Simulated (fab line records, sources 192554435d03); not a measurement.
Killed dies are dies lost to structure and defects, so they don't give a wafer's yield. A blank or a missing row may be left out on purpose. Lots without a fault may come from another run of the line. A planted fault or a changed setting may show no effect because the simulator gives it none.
fab line records | flow n5_finfet
record lots=24 wafers=72 last_day=18
route steps=1938 shown BEOL_M3@970 BEOL_M4@1022
lots that met no fault: from a run of the same line without faults
start_h: hours from the record's first day to the start of the lot's first wafer shown | wait_h: hours since the lot's step before | " the same as in the row above | L1.1+2: a row that stands for several wafers | - no value, or no start given | * or withheld: withheld | < > ~ a bound
route shown NAME@n: a module of which the file shows steps, and the number in the route of the first | usual: mean/standard deviation of fault-free wafers | same: alike in all rows | chamber/n: place in a boat | sites: the reading at each site | _std_site: their standard deviation | _edge_site: outer sites' mean less inner sites' | radius_mm: how far each site lies from the wafer's centre | mask NAME#n: copy n | behind: the tool/chamber that last shaped the wafer | hold: why the lot was held/for how many hours/how that ended | device: the transistor (n, p or np) that didn't switch | end of line: the same wafers' tests at the end of the route | a step without rows: its recipe alone | killed: dies lost to structure and defects at the first sort, not the wafer's yield | map: a wafer's dies, x killed, . not, _ none there
set.NAME: the setting as run; set.NAME@STEP: as run at that earlier step | model.NAME: the simulator's own value behind a step, which no gauge read
steps of the route over a sample of lots; a table a step, a row a wafer
services: from which hour (start_h, from the record's first day; less than 0 if before it) a tool's chamber was out of use, for how many hours, and why
## steps
# step N5_BEOL_M3_ETCH_77
# recipe chemistry=N2/H2 target=underlayer target_depth_a=65 mask_material=CAR-EUV time_s=5.2 ion_energy_ev=200 pressure_mtorr=30 source_w=840 bias_w=150 n2_flow_sccm=200 h2_flow_sccm=200 ends=cleared
# usual drypump_motor_current_A=5.8/0.49 etch_rf_on_time_s=5.19/0.12 oes_product_au=0.67/0.07 rf_fwd_power_W=819.4/2.7 rf_vpp_V=522.1/1.9 showerhead_plenum_p_Torr=2.48/0.052 throttle_valve_pct=17.89/0.23
# columns lot.wafer tool chamber start_h wait_h drypump_motor_current_A etch_rf_on_time_s oes_product_au rf_fwd_power_W rf_hours_counter_h rf_vpp_V showerhead_plenum_p_Torr throttle_valve_pct
L074.2 rie_diel-01 1 150.33 0.0 5.9 5.13 0.77 817.5 54 522.1 2.46 17.48
L074.3 " 0 " " 6.1 5.06 0.81 813.7 7 523.3 2.49 17.61
L074.4 " 3 " " 6.7 4.93 0.66 816.9 - 525.6 2.55 17.87
L076.1 rie_diel-03 2 150.67 0.0 5.6 5.27 0.62 817.0 182 522.6 2.53 18.17
L076.2 " 0 " " 6.0 5.29 0.78 815.8 19 524.9 2.60 17.92
L076.4 " 3 " " 5.0 5.11 0.61 815.8 202 518.5 2.41 17.95
L075.3 rie_diel-01 0 157.39 0.0 6.1 5.17 0.80 822.5 9 523.2 2.49 17.61
L075.4 " 3 " " 6.7 4.91 0.66 820.7 151 523.5 2.55 17.89
L075.5 " 3 " " 6.6 4.99 0.65 817.6 - 524.7 2.55 17.91
L077.1 rie_diel-06 1 163.15 0.0 5.3 5.42 0.61 816.0 203 521.4 2.43 17.90
L077.4 " 2 " " 5.8 5.12 0.63 822.5 176 523.2 2.52 17.97
L077.6 " 3 " " 5.0 5.18 0.64 820.5 - 518.4 2.43 17.98
L078.3 rie_diel-03 0 164.83 0.0 6.0 5.32 0.77 817.6 24 522.4 2.60 17.92
L078.5 " 3 " " 4.9 5.18 0.61 817.5 - 521.4 2.41 17.94
L078.6 " 2 " " 5.6 5.33 0.62 818.5 - 526.3 2.53 18.19
L079.1 rie_diel-01 1 182.43 0.0 5.9 5.17 0.75 819.1 66 522.1 2.46 17.49
L079.2 " 0 " " 6.1 5.16 0.79 819.4 18 521.6 2.49 17.61
L079.6 " 0 " " 6.1 5.18 0.79 816.6 - 523.4 2.49 17.60
L081.2 rie_diel-03 3 189.94 0.0 5.0 5.28 0.61 818.2 211 518.6 2.41 17.95
L081.4 " 1 " " 5.7 5.30 0.58 820.8 234 522.4 2.51 18.41
L081.5 " 0 " " 6.0 5.31 0.76 823.5 - 527.4 2.60 17.94
L082.4 rie_diel-03 2 192.05 0.0 5.6 5.33 0.62 824.9 192 522.4 2.52 18.21
L082.5 " 1 " " 5.7 5.29 0.58 820.1 - 522.1 2.51 18.41
L082.6 " 0 " " 6.0 5.28 0.75 826.0 - 527.0 2.60 17.93
L080.1 rie_diel-06 3 196.65 0.0 5.0 5.25 0.64 818.9 176 520.9 2.42 17.94
L080.2 " 2 " " 5.8 5.06 0.63 820.5 183 523.0 2.52 17.99
L080.4 " 0 " " 6.2 5.27 0.73 820.5 53 522.7 2.48 17.59
L083.1 rie_diel-06 2 200.86 0.0 5.8 5.05 0.63 818.9 184 523.1 2.52 18.00
L083.2 " 3 " " 5.0 5.21 0.63 817.9 177 521.7 2.42 17.95
L083.6 " 0 " " 6.2 5.32 0.73 819.2 - 520.4 2.48 17.61
L084.3 rie_diel-06 3 205.93 0.0 5.0 5.22 0.63 815.4 178 520.8 2.42 17.97
L084.5 " 3 " " 5.0 5.27 0.62 816.7 - 521.5 2.42 17.96
L084.6 " 2 " " 5.8 5.17 0.63 816.2 - 524.0 2.52 17.99
L085.1 rie_diel-06 2 219.62 0.0 5.8 5.02 0.64 819.5 190 525.1 2.52 18.01
L085.3 " 0 " " 6.2 5.29 0.72 818.3 60 522.3 2.47 17.60
L085.5 " 3 " " 5.0 5.20 0.63 821.5 - 521.1 2.42 17.97
L086.1 rie_diel-03 0 222.78 0.0 6.0 5.27 0.75 812.8 40 523.7 2.59 17.95
L086.2 " 1 " " 5.7 5.18 0.58 817.4 245 525.2 2.51 18.44
L086.3 " 2 " " 5.6 5.28 0.61 819.3 203 525.0 2.52 18.22
L087.1 rie_diel-01 1 232.19 0.0 5.8 5.06 0.73 820.6 81 522.4 2.45 17.55
L087.3 " 3 " " 6.7 4.93 0.63 818.3 171 523.1 2.54 17.93
L087.4 " 2 " " 6.1 5.04 0.77 822.8 26 522.4 2.50 18.01
L088.1 rie_diel-06 3 240.99 0.0 5.0 5.20 0.62 817.1 190 520.8 2.42 17.97
L088.4 " 0 " " 6.2 5.30 0.71 818.8 - 522.8 2.47 17.61
L088.5 " 3 " " 5.0 5.20 0.62 820.3 - 520.0 2.42 17.98
L090.3 rie_diel-06 1 248.44 0.0 5.3 5.25 0.60 822.1 225 521.3 2.42 17.96
L090.4 " 0 " " 6.2 5.31 0.71 822.4 - 521.0 2.47 17.60
L090.6 " 3 " " 5.0 5.20 0.63 814.9 - 521.1 2.42 18.01
L089.3 rie_diel-06 0 248.84 0.0 6.2 5.21 0.71 820.1 70 520.2 2.47 17.64
L089.5 " 1 " " 5.3 5.28 0.59 816.5 - 520.8 2.42 17.94
L089.6 " 0 " " 6.2 5.25 0.71 821.7 - 521.6 2.47 17.61
L091.2 rie_diel-06 0 257.23 0.0 6.3 5.37 0.70 820.7 75 523.2 2.47 17.63
L091.3 " 3 " " 5.0 5.29 0.61 822.2 198 520.6 2.42 18.01
L091.6 " 1 " " 5.3 5.38 0.59 818.3 - 520.3 2.42 17.93
L092.2 rie_diel-06 0 257.47 0.0 6.2 5.34 0.71 820.4 75 522.5 2.47 17.68
L092.3 " 2 " " 5.8 5.05 0.62 818.9 197 524.7 2.51 18.03
L092.4 " 1 " " 5.3 5.37 0.59 821.3 229 522.6 2.42 18.00
L093.1 rie_diel-01 3 263.18 0.0 6.7 5.04 0.62 820.9 183 524.5 2.54 17.95
L093.2 " 2 " " 6.0 5.11 0.75 823.9 38 520.6 2.49 18.03
L093.4 " 0 " " 6.1 5.19 0.74 824.8 44 521.1 2.48 17.65
L094.1 rie_diel-01 2 264.86 0.0 6.1 5.03 0.76 820.7 39 519.7 2.49 18.05
L094.2 " 0 " " 6.1 5.15 0.75 822.4 45 521.4 2.47 17.67
L094.4 " 3 " " 6.7 5.07 0.62 816.7 184 523.7 2.53 17.95
L095.2 rie_diel-01 2 265.34 0.0 6.1 5.01 0.75 814.4 39 520.0 2.49 18.07
L095.3 " 1 " " 5.9 5.02 0.73 821.8 93 523.9 2.45 17.53
L095.4 " 0 " " 6.1 5.11 0.75 820.6 45 524.4 2.47 17.67
L096.3 rie_diel-01 0 289.40 0.0 6.1 5.18 0.73 817.7 54 524.4 2.47 17.69
L096.5 " 3 " " 6.6 4.97 0.62 817.0 - 524.4 2.53 17.94
L096.6 " 0 " " 6.1 5.17 0.72 819.1 - 523.0 2.47 17.69
L097.1 rie_diel-03 0 291.02 0.0 6.0 5.30 0.72 817.8 58 523.9 2.58 17.96
L097.4 " 3 " " 5.0 5.28 0.59 818.3 235 522.3 2.40 18.01
L097.5 " 3 " " 5.0 5.28 0.60 820.2 - 519.5 2.40 18.02
# step N5_BEOL_M3_ETCH_41
# recipe chemistry=CH3F/O2 target=SiCN target_depth_a=299 taper_deg=2 time_s=52.5 ion_energy_ev=120 mask_material=TiN pressure_mtorr=30 source_w=395 bias_w=75 Ar_flow_sccm=150 CH3F_flow_sccm=30 O2_flow_sccm=20
# usual drypump_motor_current_A=5.7/0.47 oes_product_au=0.78/0.079 rf_fwd_power_W=390.8/1.8 rf_vpp_V=296.4/1.3 showerhead_plenum_p_Torr=1.95/0.039 throttle_valve_pct=16.37/0.21
# columns lot.wafer tool chamber start_h wait_h drypump_motor_current_A oes_product_au rf_fwd_power_W rf_hours_counter_h rf_vpp_V showerhead_plenum_p_Torr throttle_valve_pct
L074.2 rie_diel-03 0 - - 6.0 0.92 389.3 19 299.5 2.03 16.21
L074.3 " 1 " " 5.7 0.69 393.1 223 296.0 1.96 16.80
L074.4 " 3 " " 5.0 0.72 394.4 203 293.4 1.90 16.41
L076.1 rie_diel-06 1 - - 5.3 0.73 389.6 200 296.0 1.92 16.27
L076.2 " 3 " " 5.0 0.76 391.3 163 297.7 1.91 16.42
L076.4 " 0 " " 6.2 0.88 391.4 40 296.8 1.96 16.06
L075.3 rie_diel-03 2 - - 5.6 0.72 394.0 185 297.0 2.00 16.78
L075.4 " 0 " " 6.0 0.92 391.8 23 298.6 2.03 16.21
L075.5 " 2 " " 5.6 0.73 392.4 - 298.3 2.00 16.76
L077.1 rie_diel-06 0 - - 6.2 0.87 392.0 44 296.4 1.96 16.07
L077.4 " 3 " " 5.0 0.75 391.0 168 294.8 1.91 16.42
L077.6 " 2 " " 5.8 0.74 388.0 - 294.3 1.99 16.56
L078.3 rie_diel-06 1 - - 5.3 0.72 390.1 203 293.7 1.92 16.28
L078.5 " 3 " " 5.0 0.75 392.4 - 294.4 1.91 16.43
L078.6 " 2 " " 5.8 0.74 389.7 - 297.1 1.99 16.57
L079.1 rie_diel-01 0 - - 6.1 0.91 393.2 19 298.5 1.96 16.16
L079.2 " 3 " " 6.7 0.75 391.6 156 296.9 2.00 16.33
L079.6 " 3 " " 6.7 0.75 388.8 - 297.4 2.00 16.31
L081.2 rie_diel-01 1 - - 5.9 0.87 388.2 68 296.8 1.94 16.12
L081.4 " 0 " " 6.1 0.91 389.2 20 295.7 1.95 16.16
L081.5 " 3 " " 6.7 0.75 390.9 - 298.4 2.00 16.31
L082.4 rie_diel-06 3 - - 5.0 0.75 393.5 177 296.2 1.91 16.45
L082.5 " 0 " " 6.2 0.86 388.2 - 298.1 1.96 16.08
L082.6 " 1 " " 5.3 0.72 390.1 - 296.1 1.91 16.29
L080.1 rie_diel-03 0 - - 6.0 0.91 392.0 33 298.7 2.02 16.23
L080.2 " 2 " " 5.6 0.72 392.2 195 296.4 2.00 16.81
L080.4 " 1 " " 5.7 0.69 393.5 238 297.2 1.96 16.81
L083.1 rie_diel-06 2 - - 5.8 0.73 388.9 184 296.4 1.99 16.58
L083.2 " 0 " " 6.2 0.85 387.5 54 296.0 1.96 16.09
L083.6 " 1 " " 5.3 0.71 389.4 - 295.4 1.91 16.29
L084.3 rie_diel-03 2 - - 5.6 0.71 394.0 197 298.1 1.99 16.80
L084.5 " 3 " " 5.0 0.71 391.8 - 294.6 1.89 16.45
L084.6 " 0 " " 6.0 0.90 390.9 - 298.0 2.02 16.24
L085.1 rie_diel-06 0 - - 6.2 0.84 391.8 60 297.5 1.95 16.08
L085.3 " 2 " " 5.8 0.73 393.1 190 297.0 1.99 16.59
L085.5 " 2 " " 5.8 0.73 389.2 - 296.8 1.99 16.58
L086.1 rie_diel-06 0 - - 6.2 0.84 387.3 65 294.7 1.95 16.12
L086.2 " 2 " " 5.7 0.73 389.9 195 297.1 1.98 16.60
L086.3 " 3 " " 5.0 0.74 392.1 188 294.9 1.90 16.47
L087.1 rie_diel-03 3 - - 5.0 0.70 391.3 222 295.1 1.89 16.45
L087.3 " 0 " " 6.0 0.87 390.3 45 297.2 2.02 16.25
L087.4 " 2 " " 5.6 0.71 391.9 - 297.0 1.99 16.81
L088.1 rie_diel-06 1 - - 5.3 0.71 389.3 223 294.8 1.91 16.31
L088.4 " 1 " " 5.3 0.71 387.4 - 294.8 1.91 16.33
L088.5 " 3 " " 5.0 0.74 390.9 - 295.9 1.90 16.47
L090.3 rie_diel-01 1 - - 5.9 0.84 388.2 87 296.7 1.94 16.16
L090.4 " 2 " " 6.0 0.88 392.9 32 296.8 1.96 16.30
L090.6 " 1 " " 5.9 0.84 389.0 - 295.3 1.94 16.14
L089.3 rie_diel-01 0 - - 6.1 0.88 393.2 40 296.8 1.95 16.21
L089.5 " 1 " " 5.9 0.85 387.8 - 295.2 1.94 16.15
L089.6 " 0 " " 6.1 0.88 391.4 - 295.5 1.95 16.21
L091.2 rie_diel-06 2 - - 5.8 0.74 388.8 198 296.9 1.98 16.59
L091.3 " 1 " " 5.3 0.70 390.4 230 293.9 1.91 16.33
L091.6 " 0 " " 6.2 0.83 389.0 - 296.4 1.95 16.12
L092.2 rie_diel-06 0 - - 6.2 0.82 391.9 78 296.0 1.95 16.13
L092.3 " 3 " " 5.0 0.73 391.3 201 294.6 1.90 16.48
L092.4 " 2 " " 5.7 0.72 389.6 201 297.8 1.98 16.61
L093.1 rie_diel-06 1 - - 5.3 0.69 391.9 234 294.9 1.91 16.35
L093.2 " 0 " " 6.2 0.82 391.8 80 296.5 1.95 16.12
L093.4 " 3 " " 5.0 0.72 391.9 203 295.7 1.90 16.49
L094.1 rie_diel-01 2 - - 6.0 0.86 389.7 40 298.1 1.96 16.31
L094.2 " 0 " " 6.1 0.86 389.0 46 296.3 1.95 16.20
L094.4 " 3 " " 6.7 0.72 393.4 185 296.4 1.99 16.36
L095.2 rie_diel-03 0 - - 6.0 0.86 392.7 54 298.8 2.02 16.27
L095.3 " 3 " " 5.0 0.69 392.5 232 297.4 1.89 16.48
L095.4 " 1 " " 5.7 0.95 393.0 - 298.8 1.95 16.38
L096.3 rie_diel-03 1 - - 5.7 0.95 391.7 6 296.7 1.95 16.40
L096.5 " 0 " " 6.0 0.86 388.9 - 297.5 2.01 16.28
L096.6 " 3 " " 5.0 0.69 390.7 - 295.1 1.89 16.50
L097.1 rie_diel-01 0 - - 6.1 0.83 390.6 58 296.8 1.94 16.24
L097.4 " 3 " " 6.7 0.72 391.8 198 295.7 1.99 16.39
L097.5 " 0 " " 6.1 0.84 391.5 - 295.7 1.94 16.23
# step N5_BEOL_M3_SURFACE_TREAT_85
# recipe gas=Ar time_s=* ion_energy_ev=* ion_current_ma_cm2=0.5 pressure_mtorr=* ar_flow_sccm=30
# usual throttle_valve_pct=*
# columns lot.wafer tool chamber start_h wait_h throttle_valve_pct
L074.2 pvd_sputter-03 - 152.09 0.2 *
L074.3 " - " " *
L074.4 " - " " *
L076.1 pvd_sputter-03 - 152.25 0.1 *
L076.2 " - " " *
L076.4 " - " " *
L075.3 pvd_sputter-01 - 162.90 0.1 *
L075.4 " - " " *
L075.5 " - " " *
L077.1 pvd_sputter-03 - 165.49 0.1 *
L077.4 " - " " *
L077.6 " - " " *
L078.3 pvd_sputter-03 - 167.58 1.7 *
L078.5 " - " " *
L078.6 " - " " *
L079.1 pvd_sputter-01 - 183.82 0.1 *
L079.2 " - " " *
L079.6 " - " " *
L081.2 pvd_sputter-02 - 194.14 0.1 *
L081.4 " - " " *
L081.5 " - " " *
L082.4 pvd_sputter-02 - 199.59 0.2 *
L082.5 " - " " *
L082.6 " - " " *
L080.1 pvd_sputter-02 - 199.71 0.2 *
L080.2 " - " " *
L080.4 " - " " *
L083.1 pvd_sputter-02 - 202.50 0.1 *
L083.2 " - " " *
L083.6 " - " " *
L084.3 pvd_sputter-01 - 207.17 0.2 *
L084.5 " - " " *
L084.6 " - " " *
L085.1 pvd_sputter-01 - 220.89 0.1 *
L085.3 " - " " *
L085.5 " - " " *
L086.1 pvd_sputter-02 - 236.84 0.2 *
L086.2 " - " " *
L086.3 " - " " *
L087.1 pvd_sputter-03 - 240.22 0.1 *
L087.3 " - " " *
L087.4 " - " " *
L088.1 pvd_sputter-03 - 244.30 0.1 *
L088.4 " - " " *
L088.5 " - " " *
L090.3 pvd_sputter-01 - 252.66 0.1 *
L090.4 " - " " *
L090.6 " - " " *
L089.3 pvd_sputter-01 - 255.61 0.1 *
L089.5 " - " " *
L089.6 " - " " *
L091.2 pvd_sputter-02 - 259.63 0.6 *
L091.3 " - " " *
L091.6 " - " " *
L092.2 pvd_sputter-02 - 266.22 0.3 *
L092.3 " - " " *
L092.4 " - " " *
L094.1 pvd_sputter-02 - 271.97 0.3 *
L094.2 " - " " *
L094.4 " - " " *
L093.1 pvd_sputter-02 - 272.05 0.3 *
L093.2 " - " " *
L093.4 " - " " *
L095.2 pvd_sputter-02 - 276.49 0.3 *
L095.3 " - " " *
L095.4 " - " " *
L096.3 pvd_sputter-03 - 290.85 0.1 *
L096.5 " - " " *
L096.6 " - " " *
L097.1 pvd_sputter-02 - 301.15 0.2 *
L097.4 " - " " *
L097.5 " - " " *
# step N5_BEOL_M3_SPUTTER_96
# recipe material=Cu target_thk_a=45 temp_c=-20 chamber_pressure_pa=0.07 power_w=withheld time_s=8.29
# usual chuck_gas_flow_sccm=1.26/0.053 substrate_temp_c=-19.99/0.12 throttle_valve_pct=29.4/1.2
# columns lot.wafer tool chamber start_h wait_h chuck_gas_flow_sccm substrate_temp_c throttle_valve_pct
L074.2 pvd_sputter-01 - 154.08 0.1 1.26 -20.11 27.6
L074.3 " - " " 1.31 -20.03 27.7
L074.4 " - " " 1.24 -20.10 30.4
L076.1 pvd_sputter-02 - 155.58 0.1 1.26 -19.83 29.1
L076.2 " - " " 1.25 -20.03 31.1
L076.4 " - " " 1.31 -19.98 30.0
L075.3 pvd_sputter-01 - 165.12 0.1 1.24 -19.75 30.5
L075.4 " - " " 1.35 -20.08 27.6
L075.5 " - " " 1.20 -20.11 27.9
L077.1 pvd_sputter-03 - 167.50 0.1 1.33 -20.21 28.5
L077.4 " - " " 1.28 -19.99 28.9
L077.6 " - " " 1.36 -19.91 31.1
L078.3 pvd_sputter-01 - 169.62 0.1 1.29 -19.92 29.0
L078.5 " - " " 1.23 -19.91 28.1
L078.6 " - " " 1.20 -20.12 30.7
L079.1 pvd_sputter-01 - 185.85 0.1 1.28 -19.97 27.6
L079.2 " - " " 1.27 -20.11 27.6
L079.6 " - " " 1.32 -19.97 27.7
L081.2 pvd_sputter-03 - 196.11 0.1 1.21 -19.97 28.9
L081.4 " - " " 1.15 -19.98 31.0
L081.5 " - " " 1.21 -20.03 28.9
L082.4 pvd_sputter-02 - 201.69 0.1 1.18 -19.89 30.3
L082.5 " - " " 1.30 -19.97 30.3
L082.6 " - " " 1.20 -19.94 31.2
L080.1 pvd_sputter-03 - 201.75 0.1 1.27 -20.06 28.7
L080.2 " - " " 1.31 -20.28 28.7
L080.4 " - " " 1.30 -19.85 28.8
L083.1 pvd_sputter-03 - 204.48 0.1 1.24 -20.04 28.8
L083.2 " - " " 1.32 -19.84 28.7
L083.6 " - " " 1.39 -19.83 28.4
L084.3 pvd_sputter-02 - 209.25 0.1 1.24 -19.79 30.4
L084.5 " - " " 1.27 -19.87 31.0
L084.6 " - " " 1.27 -20.08 29.4
L085.1 pvd_sputter-02 - 222.89 0.1 1.24 -19.75 29.3
L085.3 " - " " 1.29 -20.01 31.0
L085.5 " - " " 1.30 -19.85 30.2
L086.1 pvd_sputter-03 - 238.96 0.1 1.29 -19.96 28.6
L086.2 " - " " 1.17 -19.72 28.8
L086.3 " - " " 1.20 -20.03 31.0
L087.1 pvd_sputter-01 - 242.22 0.1 1.29 -19.98 30.7
L087.3 " - " " 1.24 -20.07 27.8
L087.4 " - " " 1.19 -20.01 27.7
L088.1 pvd_sputter-03 - 246.60 0.1 1.14 -20.13 28.6
L088.4 " - " " 1.34 -19.88 31.1
L088.5 " - " " 1.24 -19.94 28.8
L090.3 pvd_sputter-02 - 254.83 0.1 1.27 -19.87 30.9
L090.4 " - " " 1.26 -20.08 30.4
L090.6 " - " " 1.18 -20.09 30.9
L089.3 pvd_sputter-01 - 257.59 0.1 1.35 -20.01 27.7
L089.5 " - " " 1.24 -20.00 30.6
L089.6 " - " " 1.32 -20.07 27.5
L091.2 pvd_sputter-03 - 262.23 0.1 1.37 -20.12 28.6
L091.3 " - " " 1.35 -19.94 28.9
L091.6 " - " " 1.32 -20.05 28.8
L092.2 pvd_sputter-03 - 269.60 0.1 1.33 -20.20 31.0
L092.3 " - " " 1.24 -19.95 28.8
L092.4 " - " " 1.24 -20.23 28.9
L094.1 pvd_sputter-02 - 273.97 0.1 1.31 -19.97 30.1
L094.2 " - " " 1.26 -20.11 30.3
L094.4 " - " " 1.28 -19.89 29.4
L093.1 pvd_sputter-01 - 274.37 0.1 1.20 -20.07 28.9
L093.2 " - " " 1.26 -20.18 30.7
L093.4 " - " " 1.20 -19.96 27.7
L095.2 pvd_sputter-03 - 278.51 0.1 1.35 -19.68 28.7
L095.3 " - " " 1.25 -19.76 28.7
L095.4 " - " " 1.33 -20.09 30.5
L096.3 pvd_sputter-03 - 292.83 0.1 1.20 -20.03 30.9
L096.5 " - " " 1.28 -20.01 30.9
L096.6 " - " " 1.21 -19.98 28.6
L097.1 pvd_sputter-02 - 303.13 0.1 1.33 -20.05 30.1
L097.4 " - " " 1.25 -19.98 30.9
L097.5 " - " " 1.25 -19.87 29.1
# step N5_BEOL_M3_PRE_CLEAN_60
# recipe gas=NH3/H2 time_s=15 temp_c=* rf_power_w=300
# usual heater_power_w=83/14 rf_fwd_power_W=296.6/1.1
# columns lot.wafer tool chamber start_h wait_h heater_power_w rf_fwd_power_W
L074.2 cvd_co-01 1 154.90 0.0 101 296.4
L074.3 " 2 " " 68 295.7
L074.4 " 2 " " 68 297.0
L076.1 cvd_co-02 1 156.46 0.0 71 296.2
L076.2 " 2 " " 97 297.6
L076.4 " 1 " " 70 296.1
L075.3 cvd_co-02 0 165.94 0.0 82 296.5
L075.4 " 2 " " 100 294.9
L075.5 " 0 " " 82 296.7
L077.1 cvd_co-01 1 168.40 0.0 102 296.8
L077.4 " 1 " " 101 296.9
L077.6 " 0 " " 67 295.9
L078.3 cvd_co-01 2 170.94 0.0 68 297.7
L078.5 " 2 " " 68 297.5
L078.6 " 0 " " 68 297.9
L079.1 cvd_co-02 1 190.07 0.0 73 295.4
L079.2 " 2 " " 99 295.4
L079.6 " 2 " " 100 296.1
L081.2 cvd_co-02 1 198.62 0.0 71 297.3
L081.4 " 2 " " 98 296.5
L081.5 " 0 " " 82 298.5
L082.4 cvd_co-02 2 204.64 0.1 97 295.2
L082.5 " 1 " " 74 296.3
L082.6 " 0 " " 84 298.2
L080.1 cvd_co-02 2 204.89 0.0 99 296.1
L080.2 " 0 " " 84 297.9
L080.4 " 0 " " 81 297.1
L083.1 cvd_co-01 2 208.49 0.0 69 299.0
L083.2 " 0 " " 69 297.6
L083.6 " 1 " " 104 295.0
L084.3 cvd_co-01 0 212.51 0.0 70 295.7
L084.5 " 2 " " 69 295.6
L084.6 " 1 " " 104 295.7
L085.1 cvd_co-01 0 223.71 0.0 69 296.2
L085.3 " 2 " " 68 297.6
L085.5 " 1 " " 103 296.5
L086.1 cvd_co-01 1 239.78 0.0 103 296.7
L086.2 " 2 " " 67 297.7
L086.3 " 0 " " 67 296.2
L087.1 cvd_co-02 0 243.04 0.0 84 298.4
L087.3 " 1 " " 73 295.1
L087.4 " 0 " " 86 297.9
L088.1 cvd_co-02 1 247.43 0.0 75 297.7
L088.4 " 1 " " 73 297.4
L088.5 " 2 " " 101 296.3
L090.3 cvd_co-02 2 255.81 0.1 98 296.0
L090.4 " 0 " " 84 297.5
L090.6 " 1 " " 73 295.3
L089.3 cvd_co-02 0 258.56 0.0 83 298.2
L089.5 " 2 " " 100 295.7
L089.6 " 0 " " 84 296.9
L091.2 cvd_co-02 1 263.15 0.1 74 295.8
L091.3 " 0 " " 84 299.2
L091.6 " 2 " " 98 296.4
L092.2 cvd_co-01 2 270.42 0.0 68 299.3
L092.3 " 0 " " 72 296.8
L092.4 " 0 " " 70 296.1
L094.1 cvd_co-02 1 274.79 0.0 75 296.9
L094.2 " 0 " " 84 298.8
L094.4 " 0 " " 83 299.1
L093.1 cvd_co-01 0 275.20 0.0 72 294.5
L093.2 " 1 " " 106 295.3
L093.4 " 0 " " 68 294.6
L095.2 cvd_co-01 0 279.67 0.4 71 295.3
L095.3 " 2 " " 68 297.4
L095.4 " 2 " " 70 298.4
L096.3 cvd_co-02 0 293.66 0.0 83 299.1
L096.5 " 0 " " 84 299.0
L096.6 " 2 " " 100 297.1
L097.1 cvd_co-01 2 303.95 0.0 68 296.7
L097.4 " 2 " " 70 297.1
L097.5 " 0 " " 68 295.1
# step N5_BEOL_M4_THK_MEAS_01
# recipe reads=SiOC_of_BEOL_M4_ILD_DEP_00
# usual M4_ILD_THK=79.2/1
# columns lot.wafer tool chamber start_h wait_h M4_ILD_THK[nm]
L074.2 film_metro-02 - 155.25 0.1 79.4
L074.3 " - " " 78.8
L074.4 " - " " 80.3
L076.1 film_metro-02 - 156.84 0.0 78.1
L076.2 " - " " 78.8
L076.4 " - " " 80.6
L075.3 film_metro-02 - 166.33 0.1 77.4
L075.4 " - " " 79.4
L075.5 " - " " 78.7
L077.1 film_metro-01 - 168.76 0.0 79.0
L077.4 " - " " 79.5
L077.6 " - " " 79.3
L078.3 film_metro-01 - 171.32 0.1 78.8
L078.5 " - " " 80.6
L078.6 " - " " 80.6
L079.1 film_metro-01 - 190.42 0.0 79.6
L079.2 " - " " 79.9
L079.6 " - " " 81.3
L081.2 film_metro-01 - 198.97 0.1 79.4
L081.4 " - " " 79.6
L081.5 " - " " 80.5
L082.4 film_metro-02 - 204.97 0.0 79.7
L082.5 " - " " 79.6
L082.6 " - " " 78.4
L080.1 film_metro-02 - 205.24 0.0 78.5
L080.2 " - " " 79.4
L080.4 " - " " 80.4
L083.1 film_metro-01 - 208.86 0.1 77.9
L083.2 " - " " 78.7
L083.6 " - " " 79.9
L084.3 film_metro-02 - 212.87 0.1 78.5
L084.5 " - " " 80.2
L084.6 " - " " 78.3
L085.1 film_metro-02 - 224.08 0.1 79.5
L085.3 " - " " 80.4
L085.5 " - " " 80.3
L086.1 film_metro-01 - 240.14 0.0 79.6
L086.2 " - " " 78.7
L086.3 " - " " 77.9
L087.1 film_metro-01 - 243.39 0.0 78.9
L087.3 " - " " 80.0
L087.4 " - " " 79.0
L088.1 film_metro-01 - 247.78 0.0 78.0
L088.4 " - " " 79.4
L088.5 " - " " 78.7
L090.3 film_metro-01 - 256.17 0.1 77.5
L090.4 " - " " 78.9
L090.6 " - " " 78.8
L089.3 film_metro-02 - 258.92 0.1 78.6
L089.5 " - " " 79.9
L089.6 " - " " 79.4
L091.2 film_metro-02 - 263.51 0.1 79.3
L091.3 " - " " 79.2
L091.6 " - " " 80.7
L092.2 film_metro-01 - 270.78 0.1 77.7
L092.3 " - " " 77.2
L092.4 " - " " 79.0
L094.1 film_metro-01 - 275.16 0.1 78.0
L094.2 " - " " 77.9
L094.4 " - " " 79.7
L093.1 film_metro-02 - 275.57 0.1 77.8
L093.2 " - " " 78.0
L093.4 " - " " 78.9
L095.2 film_metro-01 - 280.04 0.1 78.3
L095.3 " - " " 80.5
L095.4 " - " " 79.0
L096.3 film_metro-01 - 294.04 0.1 81.2
L096.5 " - " " 82.2
L096.6 " - " " 80.1
L097.1 film_metro-02 - 304.34 0.0 79.0
L097.4 " - " " 80.8
L097.5 " - " " 79.6
## services
# columns tool chamber start_h hours kind
rie_diel-01 2 143.72 - clean
rie_diel-01 2 143.72 - consumable_replace:focus_ring
rie_diel-01 2 143.72 12.9 scheduled_down
rie_diel-01 2 143.72 12.9 vent_cycle
rie_diel-01 3 161.64 11.6 repair
rie_diel-03 3 167.69 6.6 repair
rie_diel-06 - 193.26 2.8 pm
cvd_co-01 - 215.00 1.1 repair
rie_diel-06 1 217.57 10.0 repair
rie_diel-03 3 222.21 10.9 repair
rie_diel-03 1 238.81 - clean
rie_diel-03 1 238.81 - consumable_replace:focus_ring
rie_diel-03 1 238.81 25.4 scheduled_down
rie_diel-03 1 238.81 25.4 vent_cycle
rie_diel-03 - 252.59 14.6 pm
rie_diel-03 2 270.09 9.5 repair
rie_diel-06 - 278.78 15.6 pm
cvd_co-02 - 281.28 3.8 pm
## key
fault none
